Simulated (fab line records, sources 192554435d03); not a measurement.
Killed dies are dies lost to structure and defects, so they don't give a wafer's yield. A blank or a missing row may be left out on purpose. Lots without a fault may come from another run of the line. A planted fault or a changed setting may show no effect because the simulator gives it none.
fab line records | flow n5_finfet
record lots=24 wafers=72 last_day=17
route steps=1938 shown BEOL_M4@1035
lots that met no fault: from a run of the same line without faults
start_h: hours from the record's first day to the start of the lot's first wafer shown | wait_h: hours since the lot's step before | " the same as in the row above | L1.1+2: a row that stands for several wafers | - no value, or no start given | * or withheld: withheld | < > ~ a bound
route shown NAME@n: a module of which the file shows steps, and the number in the route of the first | usual: mean/standard deviation of fault-free wafers | same: alike in all rows | chamber/n: place in a boat | sites: the reading at each site | _std_site: their standard deviation | _edge_site: outer sites' mean less inner sites' | radius_mm: how far each site lies from the wafer's centre | mask NAME#n: copy n | behind: the tool/chamber that last shaped the wafer | hold: why the lot was held/for how many hours/how that ended | device: the transistor (n, p or np) that didn't switch | end of line: the same wafers' tests at the end of the route | a step without rows: its recipe alone | killed: dies lost to structure and defects at the first sort, not the wafer's yield | map: a wafer's dies, x killed, . not, _ none there
set.NAME: the setting as run; set.NAME@STEP: as run at that earlier step | model.NAME: the simulator's own value behind a step, which no gauge read
steps of the route over a sample of lots; a table a step, a row a wafer
services: from which hour (start_h, from the record's first day; less than 0 if before it) a tool's chamber was out of use, for how many hours, and why
## steps
# step N5_BEOL_M4_OVL_MEAS_12
# recipe points_per_wafer=522
# usual M4_OVL=-0.4/0.93
# columns lot.wafer tool chamber start_h wait_h M4_OVL[nm]
L075.2 overlay-01 0 165.61 0.0 -1.1
L075.5 " 0 " " 0.4
L075.6 " 0 " " -1.4
L076.3 overlay-02 0 169.54 0.0 -0.1
L076.4 " 0 " " -0.2
L076.6 " 0 " " -1.6
L077.2 overlay-01 0 170.05 0.0 -1.8
L077.4 " 0 " " -2.9
L077.6 " 0 " " -1.0
L074.1 overlay-02 0 177.87 0.0 -0.6
L074.3 " 0 " " -1.7
L074.5 " 0 " " -0.2
L079.1 overlay-02 0 183.13 0.0 -0.4
L079.3 " 0 " " -0.3
L079.5 " 0 " " -0.5
L078.4 overlay-01 0 183.76 0.0 -0.9
L078.5 " 0 " " -1.4
L078.6 " 0 " " -0.6
L080.2 overlay-02 0 191.20 0.0 -0.4
L080.3 " 0 " " 0.5
L080.6 " 0 " " -1.1
L081.1 overlay-01 0 198.30 0.0 2.4
L081.4 " 0 " " 1.0
L081.5 " 0 " " 1.8
L082.2 overlay-02 0 203.69 0.0 0.5
L082.4 " 0 " " 0.1
L082.5 " 0 " " -1.2
L083.1 overlay-02 0 216.00 0.0 -0.1
L083.3 " 0 " " 0.0
L083.4 " 0 " " -1.2
L084.1 overlay-01 0 223.37 0.0 1.7
L084.2 " 0 " " -1.1
L084.4 " 0 " " -0.3
L085.2 overlay-01 0 224.37 0.0 0.6
L085.3 " 0 " " -0.7
L085.6 " 0 " " -0.2
L086.2 overlay-02 0 234.35 0.0 -0.8
L086.4 " 0 " " -0.3
L086.5 " 0 " " 0.7
L087.1 overlay-01 0 239.07 0.0 0.3
L087.5 " 0 " " 1.3
L087.6 " 0 " " -0.3
L088.4 overlay-01 0 242.43 0.0 -2.0
L088.5 " 0 " " 0.1
L088.6 " 0 " " -0.9
L089.2 overlay-01 0 250.16 0.0 -0.5
L089.5 " 0 " " 0.7
L089.6 " 0 " " -0.4
L091.2 overlay-02 0 258.95 0.0 -1.5
L091.5 " 0 " " -0.1
L091.6 " 0 " " -1.2
L090.2 overlay-02 0 259.28 0.0 -3.1
L090.3 " 0 " " -2.0
L090.5 " 0 " " -1.0
L092.2 overlay-01 0 267.57 0.0 -0.2
L092.4 " 0 " " -1.2
L092.5 " 0 " " 0.1
L094.2 overlay-02 0 277.34 0.0 -0.4
L094.3 " 0 " " -0.7
L094.5 " 0 " " -1.3
L093.2 overlay-01 0 277.51 0.0 -0.4
L093.3 " 0 " " 0.4
L093.6 " 0 " " -1.1
L095.2 overlay-01 0 287.91 0.0 0.7
L095.4 " 0 " " 0.0
L095.5 " 0 " " -0.8
L096.1 overlay-02 0 293.31 0.0 -1.5
L096.4 " 0 " " -1.7
L096.6 " 0 " " -2.1
L097.3 overlay-02 0 294.22 0.0 -1.6
L097.4 " 0 " " 0.0
L097.6 " 0 " " -0.8
# step N5_BEOL_M4_VIA_ETCH_34
# recipe chemistry=C4F6/O2 target_depth_a=694 mask_material=SOC pressure_mtorr=15 ion_energy_ev=250 taper_deg=4 time_s=65.9 source_w=350 bias_w=170 Ar_flow_sccm=300 C4F6_flow_sccm=10 O2_flow_sccm=10
# usual bias_w=170.1/0.51 drypump_motor_current_A=5.6/0.49 oes_product_au=0.83/0.097 rf_vpp_V=667/15 showerhead_plenum_p_Torr=2.83/0.063 throttle_valve_pct=30.84/0.26
# columns lot.wafer tool chamber start_h wait_h bias_w drypump_motor_current_A oes_product_au rf_hours_counter_h rf_vpp_V showerhead_plenum_p_Torr throttle_valve_pct
L075.2 rie_diel-05 3 172.64 0.0 170.7 6.1 0.70 196 661 2.82 30.82
L075.5 " 1 " " 170.8 5.1 0.85 - 688 2.88 30.60
L075.6 " 0 " " 170.2 5.9 0.87 - 658 2.79 30.89
L076.3 rie_diel-05 0 176.68 0.0 170.3 5.9 0.87 43 657 2.79 30.88
L076.4 " 3 " " 170.1 6.1 0.70 198 660 2.82 30.82
L076.6 " 1 " " 170.2 5.1 0.86 - 686 2.88 30.58
L077.2 rie_diel-03 3 176.74 0.0 170.5 5.5 0.70 240 678 2.88 30.73
L077.4 " 1 " " 170.3 5.9 0.93 12 665 2.76 30.41
L077.6 " 1 " " 170.4 5.9 0.94 - 662 2.76 30.40
L074.1 rie_diel-03 2 181.36 0.0 170.6 5.8 0.91 41 683 2.89 30.86
L074.3 " 1 " " 170.0 5.9 0.93 15 663 2.76 30.41
L074.5 " 3 " " 170.0 5.5 0.70 - 679 2.88 30.72
L079.1 rie_diel-06 2 190.42 0.0 169.5 4.7 0.98 0 647 2.78 30.68
L079.3 " 0 " " 169.8 5.3 0.88 41 644 2.92 30.85
L079.5 " 3 " " 170.2 4.8 0.68 - 659 2.97 31.37
L078.4 rie_diel-03 3 192.94 0.0 169.2 5.5 0.70 246 678 2.88 30.72
L078.5 " 3 " " 169.6 5.5 0.70 - 679 2.88 30.73
L078.6 " 0 " " 169.5 6.3 0.96 - 682 2.83 31.19
L080.2 rie_diel-03 1 193.82 0.0 170.1 5.9 0.93 18 663 2.76 30.42
L080.3 " 3 " " 168.7 5.5 0.70 246 681 2.88 30.75
L080.6 " 2 " " 170.4 5.8 0.90 - 681 2.89 30.85
L081.1 rie_diel-03 2 201.31 0.0 170.0 5.8 0.88 48 680 2.89 30.86
L081.4 " 3 " " 169.9 5.5 0.69 249 679 2.88 30.77
L081.5 " 1 " " 169.3 5.8 0.92 - 664 2.76 30.43
L082.2 rie_diel-06 0 214.09 0.0 170.0 5.3 0.86 49 644 2.92 30.85
L082.4 " 1 " " 169.8 5.9 0.65 246 659 2.81 31.19
L082.5 " 3 " " 170.5 4.8 0.68 - 658 2.96 31.39
L083.1 rie_diel-05 1 220.12 0.0 169.6 5.1 0.83 48 687 2.87 30.58
L083.3 " 3 " " 169.2 6.1 0.69 212 662 2.81 30.82
L083.4 " 0 " " 170.3 5.9 0.87 - 657 2.78 30.89
L084.1 rie_diel-05 3 226.19 0.0 170.0 6.1 0.67 216 661 2.81 30.84
L084.2 " 1 " " 170.1 5.1 0.83 51 686 2.87 30.60
L084.4 " 0 " " 170.1 5.9 0.84 - 658 2.78 30.90
L085.2 rie_diel-03 3 237.62 0.0 170.5 5.5 0.93 7 679 2.87 30.53
L085.3 " 0 " " 170.2 6.2 0.92 22 681 2.82 31.22
L085.6 " 0 " " 170.2 6.3 0.92 - 680 2.82 31.20
L086.2 rie_diel-03 0 238.07 0.0 170.7 6.3 0.92 23 681 2.82 31.20
L086.4 " 3 " " 169.5 5.5 0.93 7 676 2.87 30.53
L086.5 " 3 " " 169.9 5.5 0.93 - 679 2.87 30.54
L087.1 rie_diel-03 0 244.70 0.0 170.4 6.3 0.92 25 681 2.82 31.21
L087.5 " 1 " " 169.9 5.9 0.88 - 663 2.75 30.46
L087.6 " 2 " " 169.2 5.8 0.86 - 679 2.88 30.87
L088.4 rie_diel-05 3 253.48 0.0 170.1 6.1 0.67 228 661 2.80 30.83
L088.5 " 2 " " 169.0 4.8 0.72 - 634 2.71 30.84
L088.6 " 3 " " 170.2 6.1 0.68 - 663 2.80 30.83
L089.2 rie_diel-05 3 253.98 0.0 170.5 6.1 0.67 228 663 2.80 30.83
L089.5 " 3 " " 170.9 6.1 0.68 - 661 2.80 30.82
L089.6 " 2 " " 170.6 4.8 0.72 - 633 2.71 30.82
L091.2 rie_diel-03 0 262.29 0.0 170.2 6.3 0.89 32 682 2.81 31.22
L091.5 " 3 " " 169.3 5.5 0.89 - 678 2.87 30.54
L091.6 " 0 " " 169.9 6.3 0.89 - 679 2.82 31.21
L090.2 rie_diel-03 0 267.38 0.0 170.8 6.3 0.90 34 682 2.81 31.22
L090.3 " 3 " " 170.4 5.5 0.89 17 678 2.87 30.54
L090.5 " 0 " " 169.3 6.3 0.90 - 680 2.81 31.22
L092.2 rie_diel-06 3 273.39 0.0 169.5 4.8 0.66 242 658 2.95 31.41
L092.4 " 2 " " 170.6 4.7 0.89 27 647 2.76 30.72
L092.5 " 3 " " 170.2 4.8 0.66 - 657 2.95 31.39
L094.2 rie_diel-03 2 279.81 0.0 170.2 5.8 0.85 80 680 2.88 30.89
L094.3 " 0 " " 170.5 6.2 0.88 39 680 2.81 31.22
L094.5 " 3 " " 169.6 5.5 0.89 - 678 2.87 30.55
L093.2 rie_diel-06 0 279.92 0.0 169.6 5.3 0.84 71 645 2.90 30.86
L093.3 " 1 " " 170.7 5.9 0.95 6 658 2.80 31.08
L093.6 " 3 " " 170.1 4.8 0.66 - 658 2.95 31.41
L095.2 rie_diel-05 2 294.77 0.0 170.0 4.8 0.71 202 633 2.71 30.84
L095.4 " 1 " " 169.5 5.1 0.78 78 687 2.86 30.62
L095.5 " 3 " " 169.8 6.1 0.66 - 662 2.80 30.84
L096.1 rie_diel-03 2 297.54 0.0 170.3 5.8 0.85 87 682 2.87 30.89
L096.4 " 1 " " 169.7 5.9 0.87 55 662 2.74 30.46
L096.6 " 3 " " 169.0 5.5 0.87 - 680 2.86 30.57
L097.3 rie_diel-05 0 297.68 0.0 169.4 5.9 0.82 88 656 2.77 30.93
L097.4 " 2 " " 169.6 4.8 0.72 203 634 2.71 30.84
L097.6 " 3 " " 169.9 6.1 0.67 - 661 2.80 30.85
# step N5_BEOL_M4_STRIP_36
# recipe chemistry=N2/H2 power_w=450 temp_c=40 pressure_mtorr=20 rf_frequency_hz=6e+07 overash_fraction=0.3 bias_power_w=7 h2_frac=0.5 n2_flow_sccm=200 h2_flow_sccm=200
# usual drypump_motor_current_A=5.6/0.49 oes_product_au=0.83/0.1 rf_vpp_V=59.1/1.4 showerhead_plenum_p_Torr=2.53/0.071 throttle_valve_pct=23.8/0.31
# columns lot.wafer tool chamber start_h wait_h drypump_motor_current_A oes_product_au rf_hours_counter_h rf_vpp_V showerhead_plenum_p_Torr throttle_valve_pct
L075.2 rie_diel-05 3 172.70 0.0 6.1 0.70 196 58.0 2.53 24.0
L075.5 " 1 " " 5.1 0.84 - 58.2 2.58 23.5
L075.6 " 0 " " 5.9 0.86 - 59.1 2.46 23.3
L076.3 rie_diel-05 0 176.74 0.0 5.9 0.87 43 62.6 2.46 23.3
L076.4 " 3 " " 6.1 0.70 198 57.9 2.53 24.0
L076.6 " 1 " " 5.1 0.85 - 59.2 2.58 23.5
L077.2 rie_diel-03 3 176.80 0.0 5.5 0.70 240 59.3 2.63 24.3
L077.4 " 1 " " 5.9 0.94 12 61.2 2.48 23.4
L077.6 " 1 " " 5.9 0.95 - 60.4 2.48 23.4
L074.1 rie_diel-03 2 181.42 0.0 5.8 0.89 41 57.3 2.60 24.2
L074.3 " 1 " " 5.9 0.92 15 60.1 2.48 23.4
L074.5 " 3 " " 5.5 0.70 - 58.8 2.63 24.3
L079.1 rie_diel-06 2 190.48 0.0 4.7 0.99 0 58.3 2.48 23.5
L079.3 " 0 " " 5.3 0.88 41 58.2 2.60 23.6
L079.5 " 3 " " 4.9 0.68 - 60.2 2.62 23.7
L078.4 rie_diel-03 3 193.00 0.0 5.5 0.70 246 60.1 2.63 24.3
L078.5 " 3 " " 5.5 0.70 - 60.1 2.63 24.3
L078.6 " 0 " " 6.3 0.98 - 57.2 2.50 23.8
L080.2 rie_diel-03 1 193.88 0.0 5.9 0.93 18 59.4 2.47 23.4
L080.3 " 3 " " 5.5 0.70 246 56.5 2.63 24.3
L080.6 " 2 " " 5.8 0.88 - 58.3 2.60 24.2
L081.1 rie_diel-03 2 201.37 0.0 5.8 0.87 48 59.9 2.60 24.2
L081.4 " 3 " " 5.5 0.70 249 58.9 2.63 24.3
L081.5 " 1 " " 5.9 0.92 - 57.7 2.47 23.4
L082.2 rie_diel-06 0 214.15 0.0 5.2 0.86 49 58.0 2.59 23.7
L082.4 " 1 " " 5.9 0.67 246 60.2 2.47 23.7
L082.5 " 3 " " 4.8 0.68 - 60.6 2.61 23.8
L083.1 rie_diel-05 1 220.18 0.0 5.1 0.82 48 60.8 2.58 23.5
L083.3 " 3 " " 6.1 0.69 212 59.6 2.52 24.0
L083.4 " 0 " " 5.9 0.85 - 60.4 2.45 23.3
L084.1 rie_diel-05 3 226.25 0.0 6.1 0.68 216 60.4 2.52 24.0
L084.2 " 1 " " 5.1 0.83 51 57.6 2.57 23.5
L084.4 " 0 " " 5.9 0.84 - 57.7 2.45 23.3
L085.2 rie_diel-03 3 237.68 0.0 5.5 0.93 7 60.8 2.63 24.0
L085.3 " 0 " " 6.3 0.95 22 60.6 2.49 23.8
L085.6 " 0 " " 6.3 0.94 - 58.1 2.49 23.8
L086.2 rie_diel-03 0 238.13 0.0 6.2 0.94 23 57.7 2.49 23.8
L086.4 " 3 " " 5.5 0.94 7 59.4 2.63 24.0
L086.5 " 3 " " 5.5 0.94 - 61.6 2.63 24.0
L087.1 rie_diel-03 0 244.76 0.0 6.3 0.94 25 61.9 2.49 23.8
L087.5 " 1 " " 5.9 0.88 - 60.3 2.46 23.5
L087.6 " 2 " " 5.8 0.84 - 58.1 2.59 24.3
L088.4 rie_diel-05 3 253.54 0.0 6.1 0.67 228 59.4 2.51 24.0
L088.5 " 2 " " 4.9 0.72 - 60.0 2.40 23.7
L088.6 " 3 " " 6.1 0.68 - 55.7 2.52 24.0
L089.2 rie_diel-05 3 254.04 0.0 6.1 0.66 228 57.5 2.52 24.1
L089.5 " 3 " " 6.1 0.67 - 59.3 2.52 24.0
L089.6 " 2 " " 4.8 0.70 - 59.3 2.40 23.7
L091.2 rie_diel-03 0 262.35 0.0 6.3 0.93 32 60.0 2.49 23.8
L091.5 " 3 " " 5.5 0.90 - 59.2 2.62 24.0
L091.6 " 0 " " 6.3 0.94 - 62.9 2.49 23.8
L090.2 rie_diel-03 0 267.44 0.0 6.3 0.90 34 59.3 2.49 23.8
L090.3 " 3 " " 5.5 0.90 17 60.1 2.62 24.0
L090.5 " 0 " " 6.3 0.91 - 59.9 2.49 23.8
L092.2 rie_diel-06 3 273.45 0.0 4.8 0.66 242 57.7 2.60 23.8
L092.4 " 2 " " 4.7 0.88 27 56.9 2.47 23.5
L092.5 " 3 " " 4.8 0.66 - 61.4 2.61 23.8
L094.2 rie_diel-03 2 279.87 0.0 5.8 0.83 80 59.6 2.59 24.3
L094.3 " 0 " " 6.3 0.91 39 55.8 2.49 23.9
L094.5 " 3 " " 5.5 0.87 - 61.1 2.62 24.0
L093.2 rie_diel-06 0 279.98 0.0 5.3 0.84 71 59.5 2.58 23.7
L093.3 " 1 " " 5.9 0.96 6 58.9 2.46 23.5
L093.6 " 3 " " 4.8 0.66 - 59.3 2.60 23.8
L095.2 rie_diel-05 2 294.83 0.0 4.8 0.70 202 61.0 2.40 23.7
L095.4 " 1 " " 5.0 0.79 78 59.6 2.56 23.6
L095.5 " 3 " " 6.1 0.67 - 60.0 2.51 24.1
L096.1 rie_diel-03 2 297.60 0.0 5.8 0.82 87 60.2 2.59 24.3
L096.4 " 1 " " 5.9 0.85 55 59.1 2.46 23.5
L096.6 " 3 " " 5.5 0.87 - 57.7 2.62 24.0
L097.3 rie_diel-05 0 297.74 0.0 5.9 0.82 88 57.9 2.44 23.3
L097.4 " 2 " " 4.8 0.71 204 58.2 2.39 23.7
L097.6 " 3 " " 6.1 0.67 - 59.0 2.51 24.1
# step N5_BEOL_M4_SPUTTER_86
# recipe material=Cu target_thk_a=45 temp_c=-20 chamber_pressure_pa=0.07 power_w=withheld time_s=8.29
# usual throttle_valve_pct=29.6/0.85
# columns lot.wafer tool chamber start_h wait_h throttle_valve_pct
L075.2 pvd_sputter-01 - 175.48 0.1 29.4
L075.5 " - " " 29.1
L075.6 " - " " 29.8
L077.2 pvd_sputter-01 - 178.44 0.1 29.5
L077.4 " - " " 29.4
L077.6 " - " " 29.7
L076.3 pvd_sputter-03 - 178.65 0.1 30.2
L076.4 " - " " 29.6
L076.6 " - " " 28.9
L074.1 pvd_sputter-03 - 183.38 0.1 30.3
L074.3 " - " " 29.6
L074.5 " - " " 30.3
L079.1 pvd_sputter-02 - 192.94 0.1 29.0
L079.3 " - " " 30.7
L079.5 " - " " 29.7
L078.4 pvd_sputter-03 - 195.22 0.1 30.4
L078.5 " - " " 30.4
L078.6 " - " " 29.7
L080.2 pvd_sputter-01 - 195.93 0.1 29.9
L080.3 " - " " 29.4
L080.6 " - " " 29.8
L081.1 pvd_sputter-03 - 203.17 0.1 30.4
L081.4 " - " " 30.5
L081.5 " - " " 29.1
L082.2 pvd_sputter-03 - 216.23 0.1 29.9
L082.4 " - " " 30.5
L082.5 " - " " 29.2
L083.1 pvd_sputter-02 - 222.49 0.1 28.9
L083.3 " - " " 30.5
L083.4 " - " " 29.4
L084.1 pvd_sputter-02 - 227.93 0.1 30.4
L084.2 " - " " 30.7
L084.4 " - " " 29.2
L085.2 pvd_sputter-01 - 239.55 0.1 29.3
L085.3 " - " " 29.9
L085.6 " - " " 27.3
L086.2 pvd_sputter-03 - 240.08 0.1 30.6
L086.4 " - " " 30.0
L086.5 " - " " 30.2
L087.1 pvd_sputter-02 - 248.04 0.1 29.5
L087.5 " - " " 30.5
L087.6 " - " " 29.7
L088.4 pvd_sputter-01 - 255.28 0.1 29.5
L088.5 " - " " 27.5
L088.6 " - " " 29.8
L089.2 pvd_sputter-02 - 257.41 0.1 30.7
L089.5 " - " " 30.6
L089.6 " - " " 30.9
L091.2 pvd_sputter-03 - 265.04 0.1 29.5
L091.5 " - " " 30.5
L091.6 " - " " 29.0
L090.2 pvd_sputter-02 - 270.04 0.1 29.5
L090.3 " - " " 30.8
L090.5 " - " " 29.2
L092.2 pvd_sputter-01 - 277.07 0.1 29.5
L092.4 " - " " 29.4
L092.5 " - " " 29.7
L094.2 pvd_sputter-02 - 281.65 0.1 28.9
L094.3 " - " " 30.7
L094.5 " - " " 30.5
L093.2 pvd_sputter-03 - 281.76 0.1 30.3
L093.3 " - " " 30.5
L093.6 " - " " 29.7
L095.2 pvd_sputter-01 - 296.63 0.1 29.3
L095.4 " - " " 29.7
L095.5 " - " " 29.9
L096.1 pvd_sputter-01 - 299.90 0.1 29.8
L096.4 " - " " 27.5
L096.6 " - " " 29.7
L097.3 pvd_sputter-02 - 299.96 0.1 30.5
L097.4 " - " " 29.4
L097.6 " - " " 29.3
# step N5_BEOL_M4_SPUTTER_88
# recipe material=Cu target_thk_a=45 temp_c=-20 chamber_pressure_pa=0.07 power_w=withheld time_s=8.29
# usual throttle_valve_pct=29.6/0.87
# columns lot.wafer tool chamber start_h wait_h throttle_valve_pct
L075.2 pvd_sputter-01 - 175.70 0.1 29.4
L075.5 " - " " 29.3
L075.6 " - " " 29.8
L077.2 pvd_sputter-01 - 178.66 0.1 29.8
L077.4 " - " " 29.2
L077.6 " - " " 29.7
L076.3 pvd_sputter-03 - 178.87 0.1 30.4
L076.4 " - " " 29.6
L076.6 " - " " 28.9
L074.1 pvd_sputter-03 - 183.60 0.1 30.5
L074.3 " - " " 29.7
L074.5 " - " " 30.3
L079.1 pvd_sputter-02 - 193.19 0.1 28.8
L079.3 " - " " 30.8
L079.5 " - " " 29.5
L078.4 pvd_sputter-03 - 195.44 0.1 30.5
L078.5 " - " " 30.4
L078.6 " - " " 29.7
L080.2 pvd_sputter-01 - 196.15 0.1 29.6
L080.3 " - " " 29.1
L080.6 " - " " 29.7
L081.1 pvd_sputter-03 - 203.39 0.1 30.5
L081.4 " - " " 30.2
L081.5 " - " " 29.1
L082.2 pvd_sputter-03 - 216.45 0.1 29.8
L082.4 " - " " 30.6
L082.5 " - " " 29.2
L083.1 pvd_sputter-02 - 222.71 0.1 28.8
L083.3 " - " " 30.6
L083.4 " - " " 29.4
L084.1 pvd_sputter-02 - 228.15 0.1 30.2
L084.2 " - " " 30.6
L084.4 " - " " 29.0
L085.2 pvd_sputter-01 - 239.77 0.1 29.5
L085.3 " - " " 29.7
L085.6 " - " " 27.5
L086.2 pvd_sputter-03 - 240.30 0.1 30.6
L086.4 " - " " 30.3
L086.5 " - " " 30.5
L087.1 pvd_sputter-02 - 248.26 0.1 29.5
L087.5 " - " " 30.6
L087.6 " - " " 29.5
L088.4 pvd_sputter-01 - 255.50 0.1 29.5
L088.5 " - " " 27.4
L088.6 " - " " 29.7
L089.2 pvd_sputter-02 - 257.63 0.1 30.8
L089.5 " - " " 30.5
L089.6 " - " " 30.6
L091.2 pvd_sputter-03 - 265.26 0.1 29.8
L091.5 " - " " 30.6
L091.6 " - " " 28.9
L090.2 pvd_sputter-02 - 270.28 0.1 29.7
L090.3 " - " " 30.8
L090.5 " - " " 29.0
L092.2 pvd_sputter-01 - 277.29 0.1 29.8
L092.4 " - " " 29.3
L092.5 " - " " 29.9
L094.2 pvd_sputter-02 - 281.87 0.1 29.1
L094.3 " - " " 30.4
L094.5 " - " " 30.3
L093.2 pvd_sputter-03 - 281.98 0.1 30.5
L093.3 " - " " 30.2
L093.6 " - " " 29.8
L095.2 pvd_sputter-01 - 296.85 0.1 29.7
L095.4 " - " " 29.7
L095.5 " - " " 29.7
L096.1 pvd_sputter-01 - 300.12 0.1 29.8
L096.4 " - " " 27.4
L096.6 " - " " 29.7
L097.3 pvd_sputter-02 - 300.18 0.1 30.4
L097.4 " - " " 29.5
L097.6 " - " " 29.4
# step N5_BEOL_M4_ANNEAL_89
# recipe temp_c=400 time_s=240 ambient=vacuum
# usual heater_power_w=812/80
# columns lot.wafer tool chamber start_h wait_h heater_power_w
L075.2 pvd_sputter-01 - 175.78 0.0 842
L075.5 " - " " 831
L075.6 " - " " 858
L077.2 pvd_sputter-01 - 178.74 0.0 676
L077.4 " - " " 857
L077.6 " - " " 885
L076.3 pvd_sputter-03 - 178.95 0.0 892
L076.4 " - " " 830
L076.6 " - " " 664
L074.1 pvd_sputter-03 - 183.68 0.0 910
L074.3 " - " " 849
L074.5 " - " " 918
L079.1 pvd_sputter-02 - 193.28 0.0 776
L079.3 " - " " 745
L079.5 " - " " 851
L078.4 pvd_sputter-03 - 195.52 0.0 897
L078.5 " - " " 824
L078.6 " - " " 855
L080.2 pvd_sputter-01 - 196.23 0.0 874
L080.3 " - " " 826
L080.6 " - " " 656
L081.1 pvd_sputter-03 - 203.47 0.0 918
L081.4 " - " " 837
L081.5 " - " " 658
L082.2 pvd_sputter-03 - 216.53 0.0 858
L082.4 " - " " 874
L082.5 " - " " 646
L083.1 pvd_sputter-02 - 222.79 0.0 774
L083.3 " - " " 897
L083.4 " - " " 860
L084.1 pvd_sputter-02 - 228.23 0.0 884
L084.2 " - " " 760
L084.4 " - " " 788
L085.2 pvd_sputter-01 - 239.85 0.0 824
L085.3 " - " " 894
L085.6 " - " " 831
L086.2 pvd_sputter-03 - 240.38 0.0 890
L086.4 " - " " 850
L086.5 " - " " 899
L087.1 pvd_sputter-02 - 248.34 0.0 851
L087.5 " - " " 897
L087.6 " - " " 839
L088.4 pvd_sputter-01 - 255.58 0.0 836
L088.5 " - " " 837
L088.6 " - " " 686
L089.2 pvd_sputter-02 - 257.71 0.0 901
L089.5 " - " " 902
L089.6 " - " " 744
L091.2 pvd_sputter-03 - 265.34 0.0 845
L091.5 " - " " 889
L091.6 " - " " 645
L090.2 pvd_sputter-02 - 270.37 0.0 826
L090.3 " - " " 747
L090.5 " - " " 782
L092.2 pvd_sputter-01 - 277.37 0.0 870
L092.4 " - " " 842
L092.5 " - " " 678
L094.2 pvd_sputter-02 - 281.95 0.0 766
L094.3 " - " " 918
L094.5 " - " " 907
L093.2 pvd_sputter-03 - 282.06 0.0 892
L093.3 " - " " 833
L093.6 " - " " 826
L095.2 pvd_sputter-01 - 296.93 0.0 834
L095.4 " - " " 909
L095.5 " - " " 666
L096.1 pvd_sputter-01 - 300.20 0.0 896
L096.4 " - " " 825
L096.6 " - " " 670
L097.3 pvd_sputter-02 - 300.26 0.0 894
L097.4 " - " " 865
L097.6 " - " " 846
## services
# columns tool chamber start_h hours kind
rie_diel-03 0 149.30 - clean
rie_diel-03 0 149.30 - consumable_replace:focus_ring
rie_diel-03 0 149.30 25.7 scheduled_down
rie_diel-03 0 149.30 25.7 vent_cycle
rie_diel-03 - 158.24 0.4 repair
rie_diel-06 2 168.19 - clean
rie_diel-06 2 168.19 - consumable_replace:focus_ring
rie_diel-06 2 168.19 20.0 scheduled_down
rie_diel-06 2 168.19 20.0 vent_cycle
rie_diel-03 3 168.79 4.2 repair
rie_diel-03 3 205.74 - clean
rie_diel-03 3 205.74 - consumable_replace:focus_ring
rie_diel-03 3 205.74 18.8 scheduled_down
rie_diel-03 3 205.74 18.8 vent_cycle
rie_diel-03 0 218.61 7.7 repair
rie_diel-06 - 223.44 14.6 pm
rie_diel-05 - 229.22 0.1 repair
rie_diel-06 1 242.74 - clean
rie_diel-06 1 242.74 - consumable_replace:focus_ring
rie_diel-06 1 242.74 21.2 scheduled_down
rie_diel-06 1 242.74 21.2 vent_cycle
rie_diel-06 3 296.00 - clean
rie_diel-06 3 296.00 - consumable_replace:focus_ring
rie_diel-06 3 296.00 26.2 scheduled_down
## key
fault none
